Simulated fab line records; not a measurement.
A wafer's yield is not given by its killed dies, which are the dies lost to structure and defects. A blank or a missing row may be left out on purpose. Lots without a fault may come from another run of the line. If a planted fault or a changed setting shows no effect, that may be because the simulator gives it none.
Lot-split experiment + flow n5_finfet + 19 wafers read from 7 lots, route of 1938 steps

== ABOUT THE SPLIT ==
At N5_BEOL_M1_SPUTTER_48 (material Cu, target thk 4.5 nm, time 8.29 s), the setting time_s was moved away from the recipe's 8.29 s on 8 of the 19 wafers read, by -9.6% to +13.0%. The other wafers ran this setting at the recipe's value.

The split's own step is where the reading is taken.

== THE READING ==
Cu_of_BEOL_M1_SPUTTER_48.thk_nm (the simulator's own value, which no gauge read), in nm, at N5_BEOL_M1_SPUTTER_48 (material Cu, target thk 4.5 nm, time 8.29 s). There is no usual value for it anywhere in the file. Here, 11 wafers ran the recipe; their average is 4.5 nm with a standard deviation of 0.12 nm.

| wafer  | tool, chamber at the split | time_s as run, s | against the recipe | Cu_of_BEOL_M1_SPUTTER_48.thk_nm, nm | against lot-mates on the recipe |
|--------|----------------------------|------------------|--------------------|-------------------------------------|---------------------------------|
| L076.1 | pvd_sputter-01, -          | 7.493            | -9.6%              | 4                                   | -0.4                            |
| L076.4 | pvd_sputter-01, -          | 7.493            | -9.6%              | 4.2                                 | -0.2                            |
| L076.5 | pvd_sputter-01, -          | 8.29             | recipe             | 4.4                                 | -                               |
| L075.2 | pvd_sputter-01, -          | 9.371            | +13.0%             | 5.2                                 | +0.6                            |
| L075.4 | pvd_sputter-01, -          | 9.371            | +13.0%             | 5.2                                 | +0.6                            |
| L075.3 | pvd_sputter-01, -          | 8.29             | recipe             | 4.6                                 | -                               |
| L078.1 | pvd_sputter-01, -          | 8.29             | recipe             | 4.6                                 | -                               |
| L078.6 | pvd_sputter-01, -          | 8.29             | recipe             | 4.6                                 | -                               |
| L078.4 | pvd_sputter-01, -          | 8.29             | recipe             | 4.4                                 | -                               |
| L084.1 | pvd_sputter-02, -          | 7.549            | -8.9%              | 4                                   | -0.6                            |
| L084.2 | pvd_sputter-02, -          | 7.549            | -8.9%              | 4.2                                 | -0.4                            |
| L084.5 | pvd_sputter-02, -          | 8.29             | recipe             | 4.6                                 | -                               |
| L090.1 | pvd_sputter-03, -          | 9.173            | +10.7%             | 5.2                                 | +0.8                            |
| L090.2 | pvd_sputter-03, -          | 9.173            | +10.7%             | 5                                   | +0.6                            |
| L090.4 | pvd_sputter-03, -          | 8.29             | recipe             | 4.4                                 | -                               |
| L094.1 | pvd_sputter-01, -          | 8.29             | recipe             | 4.4                                 | -                               |
| L094.3 | pvd_sputter-01, -          | 8.29             | recipe             | 4.4                                 | -                               |
| L094.5 | pvd_sputter-01, -          | 8.29             | recipe             | 4.4                                 | -                               |
| L095.2 | pvd_sputter-02, -          | 8.29             | recipe             | 4.2                                 | -                               |

FIT RESULTS
A straight line over all 19 wafers: Cu_of_BEOL_M1_SPUTTER_48.thk_nm changes by +0.0503 nm for each +1% of time_s; r = +0.94; the points scatter about the line by 0.13 nm.
The same after taking each lot's own level away (the mean of its wafers on the recipe; 19 wafers): +0.0494 nm for each +1%; r = +0.96; scatter 0.11 nm.
The reading moves by 0.64 nm for the largest change in time_s, on that fit.
Measured against the standard deviation above, the lots' own levels, which go from 4.20 to 4.60 nm, span 3.2 times it.
Hence the lot-to-lot level has little effect on the slope; both slopes agree.
Check: +0.69 nm against its lot-mates is what the line predicts for one of the wafers moved furthest among these (+13.0%) when that wafer is left out of the fit. Against them it came out at +0.6 nm.

== THE OTHER SPLITS THESE WAFERS WENT THROUGH ==
Before the reading, these wafers also passed through other splits. Each is held against what the fit with the lots' levels taken away leaves over:
| other split on the same wafers   | wafers away from the commonest value | r with Cu_of_BEOL_M1_SPUTTER_48.thk_nm (lot level and that fit taken away) |
|----------------------------------|--------------------------------------|----------------------------------------------------------------------------|
| N5_BEOL_M0_SAQP_COAT_08 spin_rpm | 2                                    | -0.37                                                                      |
| N5_BEOL_M1_PECVD_72 temp_c       | 6                                    | +0.00                                                                      |
| N5_BEOL_M1_EXPOSE_08 dose_mj     | 4                                    | -0.22                                                                      |

== THE FILE'S OWN FIT ==
Cu_of_BEOL_M1_SPUTTER_48.thk_nm changes by +0.0497 nm for each +1% of time_s, r = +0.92.
